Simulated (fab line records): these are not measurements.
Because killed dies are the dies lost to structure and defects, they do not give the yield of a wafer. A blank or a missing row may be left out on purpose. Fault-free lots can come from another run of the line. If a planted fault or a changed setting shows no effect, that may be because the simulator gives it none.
Comparing a struck lot with a sound one + flow n5Finfet + 40 steps out of a route of 1938
Sound: wafers L848.1, L848.2, L848.5. Struck: wafer L855.3. (L855.2, L855.4 of the same lot were not struck and are left out.) The cause comes at the end.
At each step with rows: each side's tool, then ch and its chambers, then its first start. Under that, the readings that differ: sound wafers + struck wafers + difference of the means + sigmas: that difference in standard deviations of wafers without a fault.
alike: readings whose means differ by less than 2 such deviations, and words and numbers that are the same on both sides. not compared: withheld readings, readings that some wafer has no value for, bounds like >300 that may hide the same value, and numbers for which the record gives no deviation and whose values overlap.
Wherever a step has rows on one side only, a row that says differs or no value, or a row with sigmas, the two part there. Non-overlapping numbers with no deviation appear without sigmas and do not part them. A reading missing from all wafers of one side parts the sides only when that side holds two or more wafers.

first, 9 steps without rows for these wafers: N5_BEOL_M4_ANNEAL_95 (time 240 s); N5_BEOL_M4_SPUTTER_96 (material Cu, target thk 4.5 nm, time 8.29 s); N5_BEOL_M4_ECD_50 (material Cu, target thk 300 nm); N5_BEOL_M4_ANNEAL_51 (time 90 s); N5_BEOL_M4_CMP_52 (polishes, stops on SiOC, t overpolish 6.8 s, target thk 40 nm); N5_BEOL_M4_PRE_CLEAN_60 (time 15 s); N5_BEOL_M4_CO_CAP_55 (material Co, precursor CCTBA/H2, target thk 2 nm, time 102.1 s); N5_BEOL_M4_PRE_CLEAN_56 (time 15 s); N5_BEOL_M4_DEP_57 (deposits SiCN from 3MS/NH3, target thk 8 nm, time 14 s).
N5_BEOL_M4_RC_MEAS_101:
  sound on prober-02 ch 0, day 8 13:54; struck on prober-01 ch 0, day 11 08:46
| reading        | sound          | struck | difference | sigmas |
|----------------|----------------|--------|------------|--------|
| DIBL_N (mV/V)  | 31.7 36.6 37.1 | 40.8   | +5.7       | +3     |
| DIBL_P (mV/V)  | 30.0 36.0 37.4 | 41.3   | +6.8       | +3     |
| IOFF_N (nA/um) | 0.10 0.17 0.20 | 0.25   | +0.09      | +3     |
| IOFF_P (nA/um) | 0.14 0.21 0.23 | 0.31   | +0.12      | +3     |
| ION_N (uA/um)  | 645 668 686    | 694    | +28        | +2     |
| ION_P (uA/um)  | 445 455 464    | 471    | +16        | +2     |
| SS_N (mV/dec)  | 70.4 71.1 71.0 | 72.6   | +1.8       | +3     |
| SS_P (mV/dec)  | 72.0 73.4 73.0 | 75.5   | +2.7       | +4     |
| VT_N (mV)      | 257 253 247    | 245    | -7         | -2     |
  alike: VT_P
then, 24 steps without rows for these wafers: N5_BEOL_M5_ILD_DEP_00 (deposits SiCOH lowk from DEMS/porogen, target thk 140.64 nm, time 25.9 s); N5_BEOL_M5_CURE_79 (cures SiCOH lowk, time 240 s); N5_BEOL_M5_PECVD_70 (deposits SiO2 from TEOS/O2, target thk 16 nm, time 18 s); N5_BEOL_M5_HM_DEP_02 (deposits TiN, target thk 20 nm); N5_BEOL_M5_COAT_59 (time 60 s, resist thk 60 nm); N5_BEOL_M5_COAT_60 (time 60 s, resist thk 12 nm); N5_BEOL_M5_COAT_71 (time 60 s, resist thk 5 nm); N5_BEOL_M5_COAT_05 (resist thk 30 nm); N5_BEOL_M5_EBR_07; N5_BEOL_M5_SOFTBAKE_06 (time 60 s); N5_BEOL_M5_EXPOSE_08 (exposes mask M5, target cd 28 nm); N5_BEOL_M5_PEB_09 (peb time 60 s); N5_BEOL_M5_DEVELOP_10 (develop time 30 s); N5_BEOL_M5_DESCUM_16 (chemistry O2, time 7 s); N5_BEOL_M5_ETCH_72 (etches underlayer in N2/H2, target depth 6.5 nm, time 5.2 s); N5_BEOL_M5_ETCH_61 (etches SiARC in CF4, target depth 15.6 nm, time 26 s); N5_BEOL_M5_ETCH_62 (etches SOC in N2/H2, target depth 75 nm, overetch 15 nm, time 112.5 s); N5_BEOL_M5_STRIP_63 (strips in N2/H2); N5_BEOL_M5_STRIP_73 (strips in N2/H2); N5_BEOL_M5_STRIP_64 (strips in CF4); N5_BEOL_M5_HM_OPEN_17 (chemistry Cl2/BCl3, target TiN, target depth 20 nm, overetch 6 nm); N5_BEOL_M5_STRIP_19 (strips in O2); N5_BEOL_M5_COAT_65 (time 60 s, resist thk 60 nm); N5_BEOL_M5_COAT_66 (time 60 s, resist thk 12 nm).
-- here the record skips 3 days between the struck wafers' starts before and after, leaving off in module BEOL_M5 and picking up in module BEOL_M14 (first step shown: number 1742 of the route) --
N5_BEOL_M14_EXPOSE_25: exposes mask M14, target cd 280 nm.
  sound on krfScanner-02 ch 0, day 11 12:11; struck on krfScanner-02 ch 0, day 14 18:08
  alike: mask, reticleTempC
N5_BEOL_M14_CD_MEAS_28 targets a cd of 284.4 nm.
  sound on cdSem-02 ch 0, day 11 12:22; struck on cdSem-03 ch 0, day 14 18:18
| reading   | sound             | struck | difference | sigmas |
|-----------|-------------------|--------|------------|--------|
| cdNm (nm) | 286.0 286.5 284.3 | 320.9  | +35.3      | +21    |
N5_BEOL_M14_DESCUM_33: chemistry O2, time 7.9 s.
  sound on rieDiel-05 ch 0,3, day 11 12:27; struck on rieDiel-04 ch 2, day 14 18:40
| reading                  | sound           | struck | difference | sigmas |
|--------------------------|-----------------|--------|------------|--------|
| model.BEOL_M14.cdNm (nm) | 286 286.2 284.2 | 320.8  | +35.3      |        |
  alike: biasPowerW, drypumpMotorCurrentA, oesProductAu, rfVppV, showerheadPlenumPTorr, throttleValvePct
  not compared: rfHoursCounterH
N5_BEOL_M14_ETCH_38: etches SiCN in CF4/N2, target depth 106.5 nm, time 120.6 s.
  sound on rieDiel-05 ch 0,3; struck on rieDiel-02 ch 3
| reading                  | sound             | struck | difference | sigmas |
|--------------------------|-------------------|--------|------------|--------|
| model.BEOL_M14.cdNm (nm) | 277.8 280.2 275.6 | 318.6  | +40.7      |        |
  alike: drypumpMotorCurrentA, mfcArSccm, oesProductAu, rfVppV, showerheadPlenumPTorr, throttleValvePct
  not compared: rfHoursCounterH
N5_BEOL_M15_RC_MEAS_101:
  sound on prober-01 ch 0, day 12 04:26; struck on prober-01 ch 0, day 15 04:00
| reading                    | sound                      | struck   | difference | sigmas |
|----------------------------|----------------------------|----------|------------|--------|
| COMB_M12 (S/m)             | 9.1e-12 9.2e-12 5.4e-12    | 5.3e-12  | -2.6e-12   | -2     |
| COMB_M15 (S/m)             | 1.5e-12 1.9e-12 2.2e-12    | 3.7e-12  | +1.8e-12   | +3     |
| COMB_M9 (S/m)              | 2.09e-11 1.96e-11 1.78e-11 | 1.22e-11 | -7.23e-12  | -2     |
| SERP_M14 (ohm/um)          | 0.168 0.163 0.171          | 0.136    | -0.031     | -7     |
| SERP_M14_max_site (ohm/um) | 0.170 0.165 0.174          | 0.137    | -0.033     | -7     |
  alike: COMB_M10, COMB_M11, COMB_M13, COMB_M14, COMB_M5, COMB_M6, COMB_M7, COMB_M8, SERP_M10, SERP_M11, SERP_M12, SERP_M13, SERP_M13_max_site, SERP_M5, SERP_M5_max_site, SERP_M6, SERP_M6_max_site, SERP_M7, SERP_M7_max_site, SERP_M8, SERP_M8_max_site, SERP_M9
N5_PASSIVATION_PROBE_49:
  the record has rows for the struck wafers here (prober-02, day 15 23:15) and none for the sound ones

WHERE THEY PART
First at N5_BEOL_M4_RC_MEAS_101; last, within this record, at N5_PASSIVATION_PROBE_49.

WHY: the cause the simulator had injected
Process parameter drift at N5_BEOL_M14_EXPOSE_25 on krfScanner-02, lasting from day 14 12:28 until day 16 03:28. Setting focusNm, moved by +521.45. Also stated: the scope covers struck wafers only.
